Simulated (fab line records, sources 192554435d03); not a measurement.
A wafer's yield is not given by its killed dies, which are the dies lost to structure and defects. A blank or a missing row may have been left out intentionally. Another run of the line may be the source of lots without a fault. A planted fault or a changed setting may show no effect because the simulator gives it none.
Problem report in the 8D (eight disciplines) form, filled by code / flow n5 finfet / the parts of the form that need people (team, actions taken, sign-off) are left out
Where a reading is given only as a bound, like >300, the bound stands for it, and a mean or a difference that rests on one is marked > or <: the true number lies beyond.

## 1. WHAT WENT WRONG
raw defect count at N5_PASSIVATION_INSPECT_61 reads a mean of >300 on 3 wafers of 2 lots; wafers without a fault read 2.0 with a standard deviation of 1.4. That is +99 or more standard deviations from the usual mean.
The step: inspects for defects (macro).
First seen on wafer L974.2, day 14 08:22, on defect inspect-02. Wafers with a number at this step in the record: 12, from 4 lots. Rule for "out" (also "out of limits"): further than 4 standard deviations from the usual mean. The rest of the wafers with a number are treated as sound.

## 2. WHAT THIS IS AND IS NOT
question=which readings at this step | is=raw defect count | is not=-
question=which lots | is=L974, L983 | is not=L987, L990
question=which wafers of those lots | is=L974.2, L974.3, L983.6 | is not=L974.4, L983.4, L983.5
question=read on which gauges | is=defect inspect-01, defect inspect-02 | is not=-
question=when | is=from day 14 08:22 | is not=up to then (1 sound wafer); but 8 sound wafers of L983, L987, L990 came after

## 3. THE SUSPECTS, EACH WITH WHAT RULES IT OUT
Counting: if a tool at a process step up to the reading ran every lot that is out, it stays a suspect. Sound lots after the first of them don't rule it out here, since some wafers of a struck lot are sound.
- ruled out: the gauge at N5_PASSIVATION_INSPECT_61. The wafers that are out were read on 2 gauges (defect inspect-01, defect inspect-02).
- rie metal-01 at N5_MIM_BOT_ETCH_ETCH_03 (etches the open film in Cl2/BCl3, target depth 12 nm): kept. It ran every lot that is out, first L974 (day 14 03:30).
- At N5_MIM_BOT_ETCH_ETCH_03 on rie metal-01, chamber 1 took the sound wafers of the same lots and chamber 0 took the wafers that are out.
After counting, what remains is rie metal-01 at N5_MIM_BOT_ETCH_ETCH_03.

## 4. THE CAUSE (what the simulator had put in)
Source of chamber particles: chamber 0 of rie metal-01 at N5_MIM_BOT_ETCH_ETCH_03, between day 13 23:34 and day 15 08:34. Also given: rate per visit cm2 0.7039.
This tool alone remained once counting was done.

## 5. SEQUENCE OF EFFECTS, ordered by route
One row per reading whose mean, taken over the struck wafers that have a number, lies over 3 standard deviations from the usual. Scope: only readings with a usual standard deviation given in the record; hours: median across lots of the time from each lot's start at the first step in this table that gives one to its start at this step; sigmas: change in usual standard deviations.
hours=0; step=N5_PASSIVATION_INSPECT_61; reading=raw defect count; usual=2.0; on struck wafers=>300; change=>+298; sigmas=+99 or more
hours=8; step=N5_PASSIVATION_PROBE_49; reading=defect limited yield; usual=91.0 %; on struck wafers=85.8; change=-5.2; sigmas=-3.7
hours=8; step=N5_PASSIVATION_PROBE_49; reading=killed at other; usual=3.2; on struck wafers=49.0; change=+45.8; sigmas=+16
hours=8; step=N5_PASSIVATION_PROBE_49; reading=killed dies; usual=106; on struck wafers=168; change=+62; sigmas=+3.6
hours=8; step=N5_PASSIVATION_PROBE_49; reading=killed on rim; usual=14; on struck wafers=28; change=+14; sigmas=+3.5
hours=8; step=N5_PASSIVATION_PROBE_49; reading=sort_bin_5_function; usual=5.3 %; on struck wafers=9.0; change=+3.7; sigmas=+3.7
hours=8; step=N5_PASSIVATION_PROBE_49; reading=sort n pass; usual=1073; on struck wafers=1012; change=-61; sigmas=-3.2
hours=8; step=N5_PASSIVATION_PROBE_49; reading=sort yield pct; usual=91.0 %; on struck wafers=85.8; change=-5.2; sigmas=-3.3
Process steps it contains:
- N5_PASSIVATION_PROBE_49

## 6. WHAT WOULD HAVE CAUGHT IT SOONER
The first out-of-limits reading at a measuring or inspecting step in this record came at day 14 08:22, 9 hours after the fault's start at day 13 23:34.
Tool readings at N5_MIM_BOT_ETCH_ETCH_03 with a usual standard deviation given in the record: none out on any struck wafer, hence no alarm at a limit of 4 standard deviations on them.
L983, from the lots that are out (2), started N5_MIM_BOT_ETCH_ETCH_03 on rie metal-01 later than day 14 08:22. A hold on the tool at that time would have spared it.
